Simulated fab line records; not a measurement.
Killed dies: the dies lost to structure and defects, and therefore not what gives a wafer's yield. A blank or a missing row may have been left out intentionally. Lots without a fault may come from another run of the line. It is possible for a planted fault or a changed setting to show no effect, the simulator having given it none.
Split-lot study -- flow n5-finfet -- 7 lots, 21 wafers read, on a route of 1938 steps

== SPLIT DETAILS ==
At N5_BEOL_M3_ETCH_70 (etches SOC in N2/H2, target depth 80 nm, overetch 16 nm, time 120 s), the setting source-w was moved away from the recipe's 840 W on 7 of the 21 wafers read, by -11.1% to +14.9%. This setting was run at the recipe's value on the other wafers.

The reading comes from the split's own step.

== THE READING ==
rf-vpp-V, in V, at N5_BEOL_M3_ETCH_70 (etches SOC in N2/H2, target depth 80 nm, overetch 16 nm, time 120 s). A value of 524.1 V with a standard deviation of 2.3 V is what fault-free wafers of this fab line usually give.

wafer,"tool, chamber at the split","source-w as run, W",against the recipe,"rf-vpp-V, V",against lot-mates on the recipe
L075.3,"rie-diel-06, 1",840,recipe,526.1,-
L075.4,"rie-diel-06, 2",746.6,-11.1%,543.9,+17.8
L075.5,"rie-diel-06, 0",746.6,-11.1%,547.9,+21.8
L077.2,"rie-diel-02, 0",753.1,-10.3%,546.2,+23.1
L077.3,"rie-diel-02, 2",840,recipe,522.4,-
L077.5,"rie-diel-02, 3",840,recipe,523.8,-
L081.1,"rie-diel-02, 0",763.8,-9.1%,541.8,+19.5
L081.2,"rie-diel-02, 2",763.8,-9.1%,537.6,+15.3
L081.3,"rie-diel-02, 3",840,recipe,522.3,-
L082.1,"rie-diel-02, 3",965,+14.9%,499.9,-24.1
L082.4,"rie-diel-02, 0",965,+14.9%,501.4,-22.6
L082.5,"rie-diel-02, 0",840,recipe,524.0,-
L084.4,"rie-diel-06, 3",840,recipe,521.8,-
L084.5,"rie-diel-06, 0",840,recipe,526.8,-
L084.6,"rie-diel-06, 3",840,recipe,520.4,-
L090.1,"rie-diel-02, 1",840,recipe,525.3,-
L090.3,"rie-diel-02, 2",840,recipe,520.9,-
L090.4,"rie-diel-02, 3",840,recipe,525.1,-
L093.2,"rie-diel-04, 2",840,recipe,525.6,-
L093.4,"rie-diel-04, 3",840,recipe,525.7,-
L093.5,"rie-diel-04, 0",840,recipe,526.5,-

FIT RESULTS
A straight line over all 21 wafers: rf-vpp-V changes by -1.75 V for each +1% of source-w; r = -0.98; the points scatter about the line by 2.4 V.
The same after taking each lot's own level away (the mean of its wafers on the recipe; 21 wafers): -1.74 V for each +1%; r = -0.98; scatter 2.2 V.
The reading moves by 26 V for the largest change in source-w, on that fit.
Measured against the standard deviation above, the lots' own levels, which go from 522.30 to 526.10 V, span 1.7 times it.
The two slopes are in agreement: the lot-to-lot level therefore moves the slope only a little.
Check: with one of the wafers moved furthest among these (+14.9%) left out of the fit, the line predicts -25.8 V for it against its lot-mates. Against them it came out at -24.1 V.
Tool readings at the split's step, against how far the setting was moved: rf-vpp-V r = -0.98.

== THESE WAFERS: OTHER SPLITS ==
Other splits were also applied to these wafers ahead of the reading. Each is held against what the fit with the lots' levels taken away leaves over:
other split on the same wafers,wafers away from the commonest value,r with rf-vpp-V (lot level and that fit taken away)
N5_BEOL_M2_COAT_22 spin-rpm,7,-0.08
N5_BEOL_M3_EXPOSE_25 dose-mj,6,+0.17

== THE FILE'S OWN FIT ==
rf-vpp-V changes by -1.8 V for each +1% of source-w, r = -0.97.
